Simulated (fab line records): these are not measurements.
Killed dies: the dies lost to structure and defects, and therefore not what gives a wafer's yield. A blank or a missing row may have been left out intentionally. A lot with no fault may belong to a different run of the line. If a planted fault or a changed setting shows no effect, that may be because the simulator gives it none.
Split-lot trial :: flow n5 finfet :: on a route of 1938 steps: 7 lots, 21 wafers read

== ABOUT THE SPLIT ==
At N5_SPACER0_ALD_00 (deposits SiOCN, target thk 3.5 nm, pulse time 3 s, purge time 2 s), the setting ald cycles was moved away from the recipe's 58 on 6 of the 21 wafers read, by -10.3% to +15.5%. For the rest of the wafers, this setting stayed at what the recipe calls for.

The reading is taken at the split's own step.

== THE READING ==
SiOCN_of_SPACER0_ALD_00.thk nm (the simulator's own value, which no gauge read), in nm, at N5_SPACER0_ALD_00 (deposits SiOCN, target thk 3.5 nm, pulse time 3 s, purge time 2 s). The file does not state a usual value for it. Here, 15 wafers ran the recipe; their average is 3.6 nm with a standard deviation of 0.08 nm.

wafer: L077.1
tool, chamber at the split: ald sin-01, 2
ald cycles as run: 58
against the recipe: recipe
SiOCN_of_SPACER0_ALD_00.thk nm, nm: 3.6
against lot-mates on the recipe: -

wafer: L077.5
tool, chamber at the split: ald sin-01, 2
ald cycles as run: 67
against the recipe: +15.5%
SiOCN_of_SPACER0_ALD_00.thk nm, nm: 4
against lot-mates on the recipe: +0.5

wafer: L077.6
tool, chamber at the split: ald sin-01, 3
ald cycles as run: 58
against the recipe: recipe
SiOCN_of_SPACER0_ALD_00.thk nm, nm: 3.4
against lot-mates on the recipe: -

wafer: L078.4
tool, chamber at the split: ald sin-04, 1,0,1
ald cycles as run: 58
against the recipe: recipe
SiOCN_of_SPACER0_ALD_00.thk nm, nm: 3.6
against lot-mates on the recipe: -

wafer: L078.5
tool, chamber at the split: ald sin-04, 1,0,1
ald cycles as run: 58
against the recipe: recipe
SiOCN_of_SPACER0_ALD_00.thk nm, nm: 3.6
against lot-mates on the recipe: -

wafer: L078.6
tool, chamber at the split: ald sin-04, 1,0,1
ald cycles as run: 58
against the recipe: recipe
SiOCN_of_SPACER0_ALD_00.thk nm, nm: 3.6
against lot-mates on the recipe: -

wafer: L080.1
tool, chamber at the split: ald sin-01, 0,3
ald cycles as run: 58
against the recipe: recipe
SiOCN_of_SPACER0_ALD_00.thk nm, nm: 3.4
against lot-mates on the recipe: -

wafer: L080.6
tool, chamber at the split: ald sin-01, 0,3
ald cycles as run: 58
against the recipe: recipe
SiOCN_of_SPACER0_ALD_00.thk nm, nm: 3.4
against lot-mates on the recipe: -

wafer: L080.5
tool, chamber at the split: ald sin-01, 2
ald cycles as run: 58
against the recipe: recipe
SiOCN_of_SPACER0_ALD_00.thk nm, nm: 3.6
against lot-mates on the recipe: -

wafer: L083.4
tool, chamber at the split: ald sin-04, 2,0,3
ald cycles as run: 58
against the recipe: recipe
SiOCN_of_SPACER0_ALD_00.thk nm, nm: 3.6
against lot-mates on the recipe: -

wafer: L083.5
tool, chamber at the split: ald sin-04, 2,0,3
ald cycles as run: 58
against the recipe: recipe
SiOCN_of_SPACER0_ALD_00.thk nm, nm: 3.6
against lot-mates on the recipe: -

wafer: L083.6
tool, chamber at the split: ald sin-04, 2,0,3
ald cycles as run: 58
against the recipe: recipe
SiOCN_of_SPACER0_ALD_00.thk nm, nm: 3.6
against lot-mates on the recipe: -

wafer: L084.2
tool, chamber at the split: ald sin-01, 1
ald cycles as run: 58
against the recipe: recipe
SiOCN_of_SPACER0_ALD_00.thk nm, nm: 3.6
against lot-mates on the recipe: -

wafer: L084.6
tool, chamber at the split: ald sin-01, 1
ald cycles as run: 58
against the recipe: recipe
SiOCN_of_SPACER0_ALD_00.thk nm, nm: 3.6
against lot-mates on the recipe: -

wafer: L084.4
tool, chamber at the split: ald sin-01, 0
ald cycles as run: 55
against the recipe: -5.2%
SiOCN_of_SPACER0_ALD_00.thk nm, nm: 3.4
against lot-mates on the recipe: -0.2

wafer: L096.3
tool, chamber at the split: ald sin-03, 1
ald cycles as run: 58
against the recipe: recipe
SiOCN_of_SPACER0_ALD_00.thk nm, nm: 3.6
against lot-mates on the recipe: -

wafer: L096.5
tool, chamber at the split: ald sin-03, 2,1
ald cycles as run: 53
against the recipe: -8.6%
SiOCN_of_SPACER0_ALD_00.thk nm, nm: 3.2
against lot-mates on the recipe: -0.4

wafer: L096.6
tool, chamber at the split: ald sin-03, 2,1
ald cycles as run: 53
against the recipe: -8.6%
SiOCN_of_SPACER0_ALD_00.thk nm, nm: 3.2
against lot-mates on the recipe: -0.4

wafer: L097.2
tool, chamber at the split: ald sin-03, 2,1
ald cycles as run: 52
against the recipe: -10.3%
SiOCN_of_SPACER0_ALD_00.thk nm, nm: 3.2
against lot-mates on the recipe: -0.4

wafer: L097.5
tool, chamber at the split: ald sin-03, 2,1
ald cycles as run: 52
against the recipe: -10.3%
SiOCN_of_SPACER0_ALD_00.thk nm, nm: 3.2
against lot-mates on the recipe: -0.4

wafer: L097.4
tool, chamber at the split: ald sin-03, 1
ald cycles as run: 58
against the recipe: recipe
SiOCN_of_SPACER0_ALD_00.thk nm, nm: 3.6
against lot-mates on the recipe: -
Rows listing several chambers each stand for several wafers; the file does not say which wafer went through which chamber.

FIT RESULTS
A straight line over all 21 wafers: SiOCN_of_SPACER0_ALD_00.thk nm changes by +0.0333 nm for each +1% of ald cycles; r = +0.93; the points scatter about the line by 0.076 nm.
The same after taking each lot's own level away (the mean of its wafers on the recipe; 21 wafers): +0.0375 nm for each +1%; r = +0.96; scatter 0.057 nm.
The reading moves by 0.58 nm for the largest change in ald cycles, on that fit.
The span of the lots' own levels, 3.47 to 3.60 nm, comes to 1.7 times the standard deviation stated above.
So the slope is not independent of the lot-to-lot level: the two fits are not the same.
Check: with one of the wafers moved furthest among these (+15.5%) left out of the fit, the line predicts +0.645 nm for it against its lot-mates. Against them it came out at +0.5 nm.

== OTHER SPLITS APPLIED TO THESE WAFERS ==
Other splits were also applied to these wafers ahead of the reading. Each is held against what the fit with the lots' levels taken away leaves over:
other split on the same wafers: N5_PMOS_HMC_CHANNEL_EPI_COAT_31 spin rpm
wafers away from the commonest value: 5
r with SiOCN_of_SPACER0_ALD_00.thk nm (lot level and that fit taken away): +0.22

other split on the same wafers: N5_PMOS_HMC_CHANNEL_EPI_PEB_07 peb temp c
wafers away from the commonest value: 7
r with SiOCN_of_SPACER0_ALD_00.thk nm (lot level and that fit taken away): +0.03

other split on the same wafers: N5_DUMMY_GATE_COAT_09 spin rpm
wafers away from the commonest value: 10
r with SiOCN_of_SPACER0_ALD_00.thk nm (lot level and that fit taken away): -0.16

other split on the same wafers: N5_DUMMY_GATE_EXPOSE_12 dose mj
wafers away from the commonest value: 6
r with SiOCN_of_SPACER0_ALD_00.thk nm (lot level and that fit taken away): -0.24

== FILE'S OWN FIT ==
SiOCN_of_SPACER0_ALD_00.thk nm changes by +0.0365 nm for each +1% of ald cycles, r = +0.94.
